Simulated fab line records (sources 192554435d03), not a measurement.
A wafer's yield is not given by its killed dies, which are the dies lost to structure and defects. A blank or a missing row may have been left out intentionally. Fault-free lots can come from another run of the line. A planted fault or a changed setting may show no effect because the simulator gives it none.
Which tool is to blame?    flow n5Finfet    27 wafers from 9 lots sampled at 5 of the route's 1938 steps

## WHAT THE GAUGES SHOWED, per wafer
N5_BEOL_M4_RC_MEAS_101.
lot   measured      on         CJ_P            DIBL_N (mV/V)   DIBL_P (mV/V)   IOFF_N (nA/um)     IOFF_P (nA/um)  IOFF_P_85C (nA/um)  IOFF_P_LIN (nA/um)  ION_N (uA/um)  ION_P (uA/um)  REXT_P (ohm.um)    SS_N (mV/dec)   SS_P (mV/dec)   VT_N (mV)    VT_P (mV)       VT_P_LVT (mV)
L313  day 9 19:12   prober-02  2.06 2.05 2.09  33.3 36.3 35.0  26.3 28.7 26.9  0.107 0.143 0.119  0.02 0.03 0.02  0.5 0.6 0.6         0.014 0.016 0.014   663 666 652    180 180 179    150.0 153.0 151.1  71.0 71.6 71.0  71.5 72.0 72.4  257 254 255  -307 -302 -304  -155 -153 -154
L314  day 10 08:57  prober-01  2.12 2.07 2.12  35.2 35.3 36.4  28.8 29.3 31.1  0.136 0.153 0.168  0.03 0.03 0.03  0.6 0.7 0.7         0.016 0.017 0.018   671 688 688    183 185 186    154.1 152.2 152.0  71.4 70.8 71.9  72.3 71.7 71.6  250 249 246  -303 -300 -299  -149 -148 -146
L315  day 11 00:27  prober-01  1.94 1.96 2.08  36.1 35.8 35.7  31.2 30.2 29.8  0.179 0.177 0.165  0.04 0.03 0.03  0.8 0.8 0.8         0.021 0.020 0.019   676 675 670    186 187 187    147.1 149.7 148.3  71.6 71.6 71.9  72.7 72.6 71.7  250 247 248  -294 -296 -299  -145 -145 -146
L316  day 11 05:25  prober-01  6.17 5.69 5.70  35.2 37.1 36.0  36.0 39.2 37.5  0.160 0.186 0.160  0.18 0.24 0.22  3.2 4.1 3.7         0.089 0.106 0.100   670 670 675    455 452 460    97.7 98.9 96.7     71.9 71.4 71.9  73.3 74.0 73.7  251 246 249  -252 -250 -251  -99 -96 -98
L321  day 12 05:17  prober-02  6.09 5.80 5.38  35.6 37.7 36.3  34.1 36.3 34.5  0.139 0.164 0.134  0.19 0.22 0.19  3.4 3.8 3.3         0.092 0.100 0.090   669 667 669    461 461 459    102.2 101.2 101.8  71.6 71.1 71.4  73.0 73.8 73.2  252 252 251  -252 -251 -249  -103 -102 -103
L323  day 12 10:37  prober-02  5.86 5.74 5.85  35.1 35.8 32.7  34.1 34.5 30.9  0.127 0.131 0.093  0.16 0.16 0.12  2.9 3.0 2.4         0.077 0.081 0.065   657 661 662    454 452 448    99.5 98.6 98.6     71.6 71.3 70.3  72.5 72.6 71.9  253 254 259  -257 -257 -255  -103 -103 -106
L324  day 13 01:37  prober-01  5.89 5.75 5.73  36.5 37.5 34.7  36.6 37.0 35.0  0.159 0.174 0.136  0.20 0.21 0.18  3.5 3.7 3.2         0.097 0.101 0.089   669 680 661    459 464 460    103.0 103.1 104.2  71.4 72.2 70.6  73.7 73.4 72.9  253 250 253  -251 -249 -254  -102 -103 -104
L326  day 13 14:24  prober-02  5.94 5.83 5.74  37.5 38.3 38.3  38.2 39.0 38.8  0.156 0.157 0.167  0.21 0.24 0.22  3.6 4.1 3.9         0.097 0.109 0.102   668 672 674    458 469 458    100.6 100.5 102.0  71.6 71.8 71.5  73.6 74.3 73.8  251 252 248  -251 -250 -249  -100 -98 -101
L327  day 13 14:36  prober-01  5.75 5.67 5.80  33.2 34.2 37.3  32.0 32.8 37.4  0.110 0.118 0.188  0.15 0.15 0.24  2.7 2.8 4.0         0.079 0.079 0.109   664 667 685    457 458 467    101.0 101.5 99.8   70.9 71.0 71.0  71.6 72.4 73.3  256 253 246  -254 -256 -250  -104 -103 -98

## WHICH TOOL RAN EACH LOT (tool, then ch and the chambers of the sampled wafers, then the start)
lot   N5_SPACER0_ALD_07                N5_SD_EPI_N_ETCH_35               N5_SD_EPI_P_ETCH_47               N5_SD_EPI_P_SD_RECESS_17
L313  aldSin-01 ch 0,3, day 5 04:35    rieDiel-01 ch 0,1,3, day 5 05:43  rieDiel-02 ch 1,2,3, day 5 10:45  rieSi-01 ch 1,2, day 5 10:55
L314  aldSin-01 ch 0,2, day 5 08:34    rieDiel-01 ch 0,1,3, day 5 09:46  rieDiel-03 ch 0,1,3, day 5 14:59  rieSi-06 ch 1,2, day 5 15:09
L315  aldSin-04 ch 0,1, day 5 18:01    rieDiel-05 ch 1,2,3, day 5 19:10  rieDiel-04 ch 0,1,2, day 6 00:17  rieSi-01 ch 1,2,3, day 6 00:28
L316  aldSin-04 ch 1,2,3, day 5 21:22  rieDiel-06 ch 2,3, day 5 22:26    rieDiel-04 ch 1,2,3, day 6 03:17  rieSi-01 ch 1,3, day 6 03:28
L321  aldSin-04 ch 2,3, day 6 23:47    rieDiel-05 ch 0,1, day 7 00:56    rieDiel-04 ch 0,2,3, day 7 06:47  rieSi-06 ch 0,3, day 7 06:58
L323  aldSin-03 ch 0,1,2, day 7 11:21  rieDiel-06 ch 0,2,3, day 7 12:22  rieDiel-04 ch 0,2,3, day 7 17:25  rieSi-06 ch 0,2,3, day 7 17:35
L324  aldSin-04 ch 1,2,3, day 7 18:19  rieDiel-01 ch 0,2,3, day 7 19:43  rieDiel-04 ch 2,3, day 8 00:34    rieSi-06 ch 0,2,3, day 8 00:44
L326  aldSin-01 ch 0,1,3, day 8 07:05  rieDiel-01 ch 0,2,3, day 8 08:14  rieDiel-02 ch 0,2, day 8 13:10    rieSi-01 ch 0,1,3, day 8 13:20
L327  aldSin-01 ch 1,2, day 8 12:54    rieDiel-01 ch 0,3, day 8 14:09    rieDiel-02 ch 0,1,2, day 8 19:25  rieSi-06 ch 0,1,2, day 8 19:34
- N5_SPACER0_ALD_07: deposits SiNx, target thk 2 nm.
- N5_SD_EPI_N_ETCH_35: etches SOC in N2/H2, overetch 108 nm, time 486 s.
- N5_SD_EPI_P_ETCH_47: etches SiOCN in CH3F/O2, target depth 25 nm.
- N5_SD_EPI_P_SD_RECESS_17: chemistry HBr/Cl2/O2, target depth 39.1 nm, bt time 3 s.

## AS READ BY THE TOOLS THEMSELVES (means over the sampled wafers that have a number; for cases with no such wafer, the mark the record gives instead)
N5_SPACER0_ALD_07.
lot   tool       heaterPowerW (W)
L313  aldSin-01  890
L314  aldSin-01  819
L315  aldSin-04  700
L316  aldSin-04  859
L321  aldSin-04  811
L323  aldSin-03  924
L324  aldSin-04  852
L326  aldSin-01  854
L327  aldSin-01  816

N5_SD_EPI_N_ETCH_35.
lot   tool        drypumpMotorCurrentA (A)  oesProductAu (a.u.)  rfVppV (V)  showerheadPlenumPTorr (Torr)  throttleValvePct (%)
L313  rieDiel-01  5.4                       0.68                 240.7       2.53                          23.85
L314  rieDiel-01  5.4                       0.69                 240.5       2.53                          23.84
L315  rieDiel-05  5.5                       0.72                 242.5       2.67                          23.76
L316  rieDiel-06  6.3                       0.65                 241.6       2.59                          23.67
L321  rieDiel-05  6.0                       0.69                 241.0       2.61                          23.98
L323  rieDiel-06  5.8                       0.68                 241.0       2.54                          23.73
L324  rieDiel-01  5.5                       0.69                 241.5       2.57                          23.90
L326  rieDiel-01  5.5                       0.69                 241.5       2.57                          23.90
L327  rieDiel-01  5.2                       0.67                 241.4       2.56                          23.90

N5_SD_EPI_P_ETCH_47.
lot   tool        drypumpMotorCurrentA (A)  oesProductAu (a.u.)  rfVppV (V)  showerheadPlenumPTorr (Torr)  throttleValvePct (%)
L313  rieDiel-02  6.3                       0.73                 126.9       1.99                          16.31
L314  rieDiel-03  5.9                       0.73                 126.9       1.94                          16.45
L315  rieDiel-04  5.9                       0.76                 127.7       2.00                          16.43
L316  rieDiel-04  5.8                       0.75                 127.0       2.06                          16.33
L321  rieDiel-04  5.9                       0.74                 128.5       2.00                          16.45
L323  rieDiel-04  5.9                       0.73                 128.3       2.00                          16.45
L324  rieDiel-04  5.8                       0.73                 128.1       2.06                          16.36
L326  rieDiel-02  5.8                       0.75                 128.0       2.03                          16.19
L327  rieDiel-02  5.8                       0.76                 127.6       2.00                          16.22

N5_SD_EPI_P_SD_RECESS_17.
lot   tool      HBr_flow_sccm (sccm)  O2_flow_sccm (sccm)  drypumpMotorCurrentA (A)  mfcCl2Sccm (sccm)  oesProductAu (a.u.)  throttleValvePct (%)
L313  rieSi-01  -                     -                    -                         -                  -                    -
L314  rieSi-06  -                     -                    -                         -                  -                    -
L315  rieSi-01  -                     -                    -                         -                  -                    -
L316  rieSi-01  149.8                 12.00                5.6                       79.69              0.995                36.5
L321  rieSi-06  150.1                 12.02                5.8                       80.00              0.997                37.1
L323  rieSi-06  149.6                 11.96                5.8                       79.96              0.996                37.1
L324  rieSi-06  149.8                 12.02                5.8                       80.17              1.000                37.1
L326  rieSi-01  149.8                 11.99                5.6                       80.15              0.992                36.7
L327  rieSi-06  149.6                 12.01                6.4                       80.08              0.997                37.1

## THE ANSWER, worked out from the rows above alone
Rule: what is usual is taken from the lots themselves. Put in order of their means at a reading, lots are off if they are a third of the lots or fewer, leave a main group of 4 or more, and stand apart from it by a gap of 3 or more times the standard deviation of the main group's means; of several such gaps the widest counts. If all means in a main group match to the digits the tables above print for the reading, that group is not used. A lot without any number at a reading at which 4 lots or more have one is off too. Where the step has rows for the other lots, those lots are counted as sound. The gauges are gone through in route order, then the tools' own readings, and for those a lot's mean is taken as printed above. At the first step where some lot is off, the reading lying furthest off is the one used; lots without a number count as furthest.
Off: L313, L314, L315, seen at N5_BEOL_M4_RC_MEAS_101 (CJ_P). The main group has a mean of 5.80 with a standard deviation of 0.041.
A tool fits if, at a process step before that reading, it ran every lot that is off, and no sound lot after the first of them. The gauges at N5_BEOL_M4_RC_MEAS_101 aren't tried: what is off there is off at N5_SD_EPI_P_SD_RECESS_17 too, on other tools, and a gauge's error can't cause that. None of those tried fits.

## WHAT HAD BEEN PUT IN BY THE SIMULATOR
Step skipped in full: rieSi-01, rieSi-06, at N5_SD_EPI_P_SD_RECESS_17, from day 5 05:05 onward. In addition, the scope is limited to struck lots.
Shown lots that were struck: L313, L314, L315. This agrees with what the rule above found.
